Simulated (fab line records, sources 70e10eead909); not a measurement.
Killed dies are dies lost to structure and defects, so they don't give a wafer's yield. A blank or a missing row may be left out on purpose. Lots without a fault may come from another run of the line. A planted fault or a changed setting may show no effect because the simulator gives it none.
fab line records | flow nand_harc
record lots=12 wafers=36 last_day=24
route steps=1159 shown P_GATE@149 P_CONTACT@218 END@1159
lots that met no fault: from a run of the same line without faults
start_h: hours from the record's first day to the start of the lot's first wafer shown | wait_h: hours since the lot's step before | " the same as in the row above | L1.1+2: a row that stands for several wafers | - no value, or no start given | * or withheld: withheld | < > ~ a bound
route shown NAME@n: a module of which the file shows steps, and the number in the route of the first | usual: mean/standard deviation of fault-free wafers | same: alike in all rows | chamber/n: place in a boat | sites: the reading at each site | _std_site: their standard deviation | _edge_site: outer sites' mean less inner sites' | radius_mm: how far each site lies from the wafer's centre | mask NAME#n: copy n | behind: the tool/chamber that last shaped the wafer | hold: why the lot was held/for how many hours/how that ended | device: the transistor (n, p or np) that didn't switch | end of line: the same wafers' tests at the end of the route | a step without rows: its recipe alone | killed: dies lost to structure and defects at the first sort, not the wafer's yield | map: a wafer's dies, x killed, . not, _ none there
set.NAME: the setting as run; set.NAME@STEP: as run at that earlier step | model.NAME: the simulator's own value behind a step, which no gauge read
steps of the route over a sample of lots; a table a step, a row a wafer
services: from which hour (start_h, from the record's first day; less than 0 if before it) a tool's chamber was out of use, for how many hours, and why
## steps
# step NHARC_P_GATE_ETCH_32
# recipe target_depth_a=1500 over_etch_frac=1 over_etch_ion_energy_ev=40 time_s=100.1 hbr_flow_sccm=150 cl2_flow_sccm=50 rf_w=400 icp_w=400 bias_w=100 chemistry=HBr/Cl2
# usual chamber_pressure_mTorr=15.001/0.013 drypump_motor_current_A=5.9/0.48 mfc_cl2_sccm=50.01/0.16 oes_product_au=0.997/0.0077 throttle_valve_pct=26.404/0.0089
# columns lot.wafer tool chamber start_h wait_h chamber_pressure_mTorr drypump_motor_current_A mfc_cl2_sccm oes_product_au rf_hours_counter_h throttle_valve_pct
L277.3 rie_si-03 3 88.57 - 15.005 4.8 49.97 0.995 1.0 26.411
L277.2 " 1 " " 15.024 6.0 49.95 0.992 1.0 26.400
L277.6 " 0 " " 14.992 6.3 49.93 1.002 - 26.377
L279.2 rie_si-06 0 105.13 - 15.003 5.6 50.27 0.997 0.7 26.406
L279.5 " 3 " " 14.981 6.1 50.11 1.002 - 26.393
L279.6 " 0 " " 14.992 5.6 50.11 1.001 - 26.386
L278.4 rie_si-02 0 105.41 - 15.017 5.8 50.06 1.000 0.6 26.401
L278.3 " 2 " " 15.023 6.0 50.07 0.997 0.4 26.400
L278.5 " 1 " " 15.000 6.2 50.16 0.997 - 26.410
L280.3 rie_si-02 3 114.29 - 14.990 5.8 49.82 0.994 0.6 26.390
L280.6 " 1 " " 14.996 6.2 50.20 1.002 - 26.403
L280.5 " 2 " " 14.987 6.0 50.18 0.998 - 26.406
L281.4 rie_si-03 0 114.73 - 15.023 6.2 49.71 1.008 1.3 26.412
L281.3 " 1 " " 14.973 6.0 49.95 0.985 1.2 26.424
L281.5 " 0 " " 15.025 6.2 49.91 1.003 - 26.414
L284.2 rie_si-03 0 131.15 - 15.009 6.2 50.35 1.013 1.4 26.421
L284.1 " 1 " " 15.005 6.0 50.10 0.999 1.4 26.391
L284.6 " 1 " " 15.015 6.1 50.07 0.988 - 26.383
L286.4 rie_si-02 1 142.96 - 15.003 6.2 49.95 0.977 0.8 26.422
L286.3 " 3 " " 14.993 5.8 49.99 0.975 0.9 26.410
L286.2 " 0 " " 15.008 5.8 50.12 0.997 1.0 26.408
L295.1 rie_si-06 3 199.31 - 14.985 6.1 50.01 1.005 0.1 26.417
L295.6 " 3 " " 14.990 6.1 50.19 0.993 - 26.409
L295.4 " 1 " " 14.981 6.6 49.98 1.002 - 26.404
L297.3 rie_si-03 1 206.64 - 15.003 6.0 49.94 0.983 0.6 26.415
L297.1 " 0 " " 14.986 6.2 50.00 0.995 0.6 26.413
L297.5 " 1 " " 14.999 6.0 50.29 0.990 - 26.407
L298.3 rie_si-06 3 217.23 - 14.988 6.2 49.73 1.006 0.2 26.422
L298.5 " 1 " " 14.981 6.5 50.12 1.001 - 26.387
L298.6 " 2 " " 15.001 5.1 50.09 0.999 - 26.395
L299.1 rie_si-03 3 217.42 - 14.997 4.8 50.28 1.002 0.5 26.389
L299.3 " 0 " " 14.982 6.2 49.96 0.992 0.7 26.404
L299.2 " 2 " " 14.996 5.3 50.12 0.988 0.2 26.413
L300.2 rie_si-03 2 233.51 - 14.994 5.3 49.98 1.002 0.3 26.406
L300.3 " 3 " " 14.994 4.8 50.06 0.999 0.6 26.410
L300.5 " 1 " " 14.987 6.0 50.11 0.993 - 26.398
# step NHARC_P_GATE_DEGAS_109
# recipe temp_c=300 time_s=60
# usual heater_power_w=466/49
# columns lot.wafer tool chamber start_h wait_h heater_power_w
L277.2 pvd_sputter-02 - 106.18 0.1 449
L277.3 " - " " 453
L277.6 " - " " 448
L279.2 pvd_sputter-03 - 121.88 0.1 566
L279.6 " - " " 438
L279.5 " - " " 433
L278.4 pvd_sputter-01 - 122.98 0.1 416
L278.3 " - " " 433
L278.5 " - " " 551
L281.3 pvd_sputter-03 - 131.52 0.1 511
L281.4 " - " " 442
L281.5 " - " " 509
L280.3 pvd_sputter-01 - 133.01 0.1 415
L280.6 " - " " 403
L280.5 " - " " 461
L284.1 pvd_sputter-03 - 149.53 0.1 434
L284.2 " - " " 516
L284.6 " - " " 445
L286.4 pvd_sputter-03 - 159.91 0.1 572
L286.2 " - " " 450
L286.3 " - " " 429
L295.1 pvd_sputter-01 - 216.73 0.1 420
L295.4 " - " " 536
L295.6 " - " " 421
L297.3 pvd_sputter-01 - 223.46 0.1 417
L297.1 " - " " 532
L297.5 " - " " 444
L298.3 pvd_sputter-01 - 233.94 0.1 442
L298.6 " - " " 452
L298.5 " - " " 447
L299.1 pvd_sputter-02 - 234.33 0.1 464
L299.2 " - " " 445
L299.3 " - " " 415
L300.2 pvd_sputter-01 - 250.98 0.1 545
L300.3 " - " " 443
L300.5 " - " " 539
# step NHARC_P_GATE_RTA_82
# recipe temp_c=450 time_s=30
# usual lamp_power_pct=4.45/0.19 lamp_zone_4_pct=4.45/0.19 wafer_temp_C_max=452.9/1.2
# columns lot.wafer tool chamber start_h wait_h lamp_power_pct lamp_zone_4_pct wafer_temp_C_max
L277.2 rtp_anneal-01 0 106.96 - 4.60 4.60 453.5
L277.3 " 0 " " 4.59 4.60 453.6
L277.6 " 0 " " 4.60 4.60 454.2
L279.2 rtp_anneal-01 0 122.74 - 4.59 4.60 453.6
L279.5 " 0 " " 4.59 4.60 453.9
L279.6 " 0 " " 4.60 4.59 454.0
L278.3 rtp_anneal-02 0 123.80 - 4.20 4.20 450.9
L278.4 " 0 " " 4.21 4.20 451.3
L278.5 " 0 " " 4.20 4.21 451.3
L281.3 rtp_anneal-01 0 132.33 - 4.59 4.60 453.7
L281.4 " 0 " " 4.59 4.59 453.7
L281.5 " 0 " " 4.60 4.59 454.3
L280.3 rtp_anneal-02 0 133.93 - 4.20 4.21 451.3
L280.5 " 0 " " 4.21 4.20 451.7
L280.6 " 0 " " 4.21 4.20 451.3
L284.1 rtp_anneal-02 0 150.50 - 4.21 4.21 451.2
L284.2 " 0 " " 4.21 4.20 451.4
L284.6 " 0 " " 4.21 4.22 451.2
L286.2 rtp_anneal-01 0 160.77 - 4.60 4.60 453.6
L286.3 " 0 " " 4.59 4.60 454.1
L286.4 " 0 " " 4.60 4.60 452.9
L295.1 rtp_anneal-01 0 217.56 - 4.60 4.59 453.2
L295.4 " 0 " " 4.59 4.60 455.0
L295.6 " 0 " " 4.60 4.59 454.6
L297.1 rtp_anneal-02 0 224.38 - 4.21 4.21 451.8
L297.3 " 0 " " 4.21 4.21 451.3
L297.5 " 0 " " 4.21 4.20 451.4
L298.3 rtp_anneal-01 0 234.78 - 4.60 4.59 453.1
L298.5 " 0 " " 4.60 4.60 453.0
L298.6 " 0 " " 4.60 4.60 454.0
L299.1 rtp_anneal-02 0 235.30 - 4.20 4.21 451.3
L299.2 " 0 " " 4.21 4.20 451.1
L299.3 " 0 " " 4.21 4.20 451.1
L300.2 rtp_anneal-01 0 251.76 - 4.60 4.59 453.8
L300.3 " 0 " " 4.60 4.60 453.4
L300.5 " 0 " " 4.59 4.60 453.4
# step NHARC_P_GATE_INSPECT_68
# usual raw_defect_count=183/66
# columns lot.wafer tool chamber start_h wait_h raw_defect_count
L277.2 defect_inspect-02 - 107.13 0.1 116
L277.3 " - " " 151
L277.6 " - " " 134
L279.2 defect_inspect-01 - 122.93 0.2 204
L279.5 " - " " 262
L279.6 " - " " 152
L278.3 defect_inspect-01 - 123.94 0.1 147
L278.4 " - " " 117
L278.5 " - " " 236
L281.3 defect_inspect-02 - 132.47 0.1 55
L281.4 " - " " 126
L281.5 " - " " 74
L280.3 defect_inspect-02 - 134.07 0.1 248
L280.5 " - " " 187
L280.6 " - " " 134
L284.1 defect_inspect-01 - 150.69 0.2 234
L284.2 " - " " 292
L284.6 " - " " 203
L286.2 defect_inspect-02 - 160.94 0.1 152
L286.3 " - " " 419
L286.4 " - " " 168
L295.1 defect_inspect-02 - 217.76 0.2 122
L295.4 " - " " 152
L295.6 " - " " 218
L297.1 defect_inspect-01 - 224.57 0.2 207
L297.3 " - " " 198
L297.5 " - " " 292
L298.3 defect_inspect-02 - 234.95 0.1 184
L298.5 " - " " 124
L298.6 " - " " 191
L299.1 defect_inspect-02 - 235.50 0.2 110
L299.2 " - " " 160
L299.3 " - " " 175
L300.2 defect_inspect-01 - 251.93 0.1 183
L300.3 " - " " 190
L300.5 " - " " 148
# step NHARC_P_CONTACT_DEP_00
# recipe target_thk_a=5000 temp_c=400 pressure_torr=6.5 rf_w=900 teos_flow_sccm=161.4 flow_sccm=2650 target_thk_nm=500 gas=O2 material=SiO2
# usual chamber_pressure_Torr=6.500/0.013 flow_sccm=2651/7.5 heater_power_w=569/75 throttle_valve_pct=15.9/0.52
# columns lot.wafer tool chamber start_h wait_h chamber_pressure_Torr flow_sccm heater_power_w throttle_valve_pct
L277.3 pecvd-01 1 - - 6.502 2657 557 15.6
L277.2 " 2 " " 6.477 2647 410 16.1
L277.6 " 0 " " 6.491 2645 631 15.6
L279.2 pecvd-01 1 - - 6.493 2661 593 15.4
L279.6 " 2 " " 6.494 2655 447 16.3
L279.5 " 0 " " 6.500 2648 656 15.7
L278.3 pecvd-01 0 - - 6.505 2646 574 16.2
L278.4 " 1 " " 6.487 2645 596 15.6
L278.5 " 2 " " 6.496 2657 420 16.3
L281.3 pecvd-01 0 - - 6.513 2650 554 16.1
L281.4 " 1 " " 6.522 2650 524 15.4
L281.5 " 0 " " 6.521 2643 563 16.0
L280.3 pecvd-03 0 - - 6.495 2657 542 15.4
L280.5 " 0 " " 6.532 2655 565 15.9
L280.6 " 1 " " 6.504 2641 587 15.6
L284.2 pecvd-01 0 - - 6.529 2647 511 15.5
L284.1 " 1 " " 6.498 2644 532 15.8
L284.6 " 0 " " 6.495 2658 541 16.0
L286.3 pecvd-01 1 - - 6.497 2660 653 15.6
L286.2 " 0 " " 6.489 2652 498 15.8
L286.4 " 2 " " 6.499 2672 488 16.0
L295.1 pecvd-01 0 - - 6.484 2647 561 16.0
L295.6 " 2 " " 6.514 2645 515 16.1
L295.4 " 0 " " 6.501 2657 575 16.1
L297.1 pecvd-02 1 - - 6.505 2655 669 16.1
L297.3 " 0 " " 6.496 2641 570 16.9
L297.5 " 0 " " 6.513 2659 600 17.0
L298.3 pecvd-02 2 - - 6.484 2652 640 15.0
L298.6 " 1 " " 6.489 2655 641 15.8
L298.5 " 2 " " 6.487 2647 674 14.8
L299.1 pecvd-01 1 - - 6.491 2638 654 16.0
L299.3 " 2 " " 6.503 2652 446 16.4
L299.2 " 0 " " 6.507 2651 651 15.9
L300.3 pecvd-01 2 - - 6.498 2651 484 16.3
L300.2 " 0 " " 6.522 2664 527 15.8
L300.5 " 0 " " 6.496 2645 557 15.5
# step NHARC_END_SORT_01
# recipe temp_c=25
# usual killed_at_array=24/7.4 killed_at_other=0.5/0.81 killed_at_periphery=3.4/2.3 killed_dies=28/8 killed_open=3.4/1.8 killed_short=2.0/1.4
# same gross_dies=677
# columns lot.wafer tool chamber start_h wait_h killed_at_array killed_at_other killed_at_periphery killed_dies killed_open killed_short
L280.3 prober-01 0 467.17 3.1 17 0 2 19 4 4
L280.5 prober-01 0 468.76 3.7 20 2 3 25 4 3
L280.6 prober-01 0 469.55 4.0 11 1 0 12 1 1
L284.1 prober-02 0 475.28 2.5 33 0 4 37 6 1
L284.2 prober-02 0 476.06 2.8 25 0 1 26 3 2
L284.6 prober-02 0 479.21 3.9 16 0 1 17 2 2
L286.2 prober-02 0 489.05 2.8 24 0 1 25 3 2
L286.3 prober-02 0 489.85 3.1 18 0 37 55 3 1
L286.4 prober-02 0 490.65 3.4 23 1 0 24 4 1
# killed by level:class
L280.3 A_SGD_CUT:chamber_film_flake=4 A_CONTACT:chamber_film_flake=4 A_CHANNEL_FILL_D1:geometric_particle:open=2 A_CHANNEL_FILL_D1:geometric_particle:short=2 P_GATE:geometric_particle:short=1 P_M0:geometric_particle:short=1 A_WL_FILL:geometric_particle:open=1 A_CONTACT:geometric_particle:open=1
L280.5 A_CHANNEL_HOLE_D1:chamber_film_flake=3 A_SGD_CUT:chamber_film_flake=3 A_SLIT:chamber_film_flake=3 A_CONTACT:chamber_film_flake=3 A_BONDPAD:chamber_film_flake=3 P_CONTACT:geometric_particle:open=1 P_M0:geometric_particle:short=1 A_CHANNEL_FILL_D1:geometric_particle:short=1
L280.6 A_STAIRCASE:chamber_film_flake=3 A_CONTACT:chamber_film_flake=3 A_BLC:geometric_particle:short=1 STARTING-WAFER:geometric_particle:open=1 A_CHANNEL_HOLE_D1:chamber_film_flake=1 A_CHANNEL_FILL_D1:chamber_film_flake=1 A_SGD_CUT:chamber_film_flake=1 A_WL_FILL:chamber_film_flake=1
L284.1 A_CHANNEL_HOLE_D1:chamber_film_flake=15 A_SLIT:chamber_film_flake=11 A_STAIRCASE:chamber_film_flake=4 P_CONTACT:geometric_particle:open=2 P_M0:geometric_particle:open=1 P_M2:geometric_particle:open=1 A_CHANNEL_HOLE_D1:geometric_particle:open=1 A_SGD_CUT:geometric_particle:short=1
L284.2 A_CHANNEL_HOLE_D1:chamber_film_flake=9 A_SLIT:chamber_film_flake=8 A_STAIRCASE:chamber_film_flake=2 A_CONTACT:chamber_film_flake=2 P_CONTACT:geometric_particle:open=1 A_CHANNEL_FILL_D1:geometric_particle:short=1 A_CHANNEL_FILL_D1:geometric_particle:open=1 A_CONTACT:geometric_particle:short=1
L284.6 A_SLIT:chamber_film_flake=7 A_CHANNEL_HOLE_D1:chamber_film_flake=5 P_M1:geometric_particle:short=1 A_SGD_CUT:geometric_particle:short=1 A_CONTACT:geometric_particle:open=1 A_M0:geometric_particle:open=1 A_CONTACT:chamber_film_flake=1
L286.2 A_SLIT:chamber_film_flake=9 A_STAIRCASE:chamber_film_flake=5 A_CHANNEL_FILL_D1:chamber_film_flake=2 A_CONTACT:chamber_film_flake=2 P_M0:geometric_particle:short=1 A_ONON_D1:geometric_particle:open=1 A_CHANNEL_HOLE_D1:geometric_particle:short=1 A_WL_FILL:geometric_particle:open=1
L286.3 P_GATE:unspecified=37 A_SLIT:chamber_film_flake=10 A_STAIRCASE:chamber_film_flake=3 A_M0:geometric_particle:open=2 A_CHANNEL_FILL_D1:geometric_particle:open=1 A_M0:geometric_particle:short=1 A_M1:chamber_film_flake=1
L286.4 A_SLIT:chamber_film_flake=15 A_M0:geometric_particle:open=2 A_CHANNEL_HOLE_D1:geometric_particle:open=1 A_CHANNEL_FILL_D1:geometric_particle:short=1 STARTING-WAFER:geometric_particle:open=1 A_ZERO_WELL:chamber_film_flake=1 A_CHANNEL_HOLE_D1:chamber_film_flake=1 A_STAIRCASE:chamber_film_flake=1
## services
# columns tool chamber start_h hours kind
pecvd-01 0 69.18 - clean
pecvd-01 1 69.18 - clean
pecvd-01 - 80.61 1.5 repair
rie_si-06 - 88.06 0.1 repair
pvd_sputter-03 - 102.00 10.0 pm
pecvd-03 - 111.24 13.0 pm
pecvd-02 - 121.00 1.1 repair
pvd_sputter-02 - 129.72 3.8 repair
pecvd-02 - 153.04 13.0 pm
rie_si-03 2 153.45 36.1 repair
rie_si-03 - 155.00 9.0 pm
pecvd-03 2 156.12 5.9 repair
pvd_sputter-01 - 158.00 10.0 pm
pecvd-01 0 177.41 8.9 repair
rie_si-06 - 183.00 9.0 pm
rie_si-03 3 186.19 3.1 repair
rie_si-02 2 190.98 13.9 repair
rie_si-06 0 197.37 2.3 repair
pecvd-01 1 200.39 13.5 repair
pvd_sputter-03 - 202.88 5.0 repair
rie_si-02 - 211.00 9.0 pm
pvd_sputter-02 - 214.04 10.0 pm
pecvd-01 - 237.18 13.0 pm
rie_si-02 0 240.22 19.0 repair
## key
first_sign step=NHARC_P_GATE_INSPECT_68 reading=raw_defect_count direction=up sigmas=3.6 usual=183 struck=419
effect step=NHARC_END_SORT_01 reading=killed_at_periphery direction=up sigmas=14 usual=3.4 struck=37
more_kills_born_at NHARC_P_GATE_ETCH_32@rie_si-02=37
met_at NHARC_P_GATE_ETCH_32
struck_lots L286
struck_wafers L286.3
tester_left_out L286
not_acting_at NHARC_P_GATE_DEGAS_109,NHARC_P_GATE_RTA_82,NHARC_P_CONTACT_DEP_00
onset_between 114.29 142.96
fault kind=chamber_particle_source tool=rie_si-02 chamber=3 onset_h=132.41 steps=NHARC_P_GATE_ETCH_32 rate_per_visit_cm2=0.46525 end_h=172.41
# tester_left_out: of these lots the tester's yield and bins aren't shown, on N5 and GAA mostly nor the transistor test; their killed dies are dies lost to structure and defects alone, not to doping, threshold or leakage, so they don't give the yield
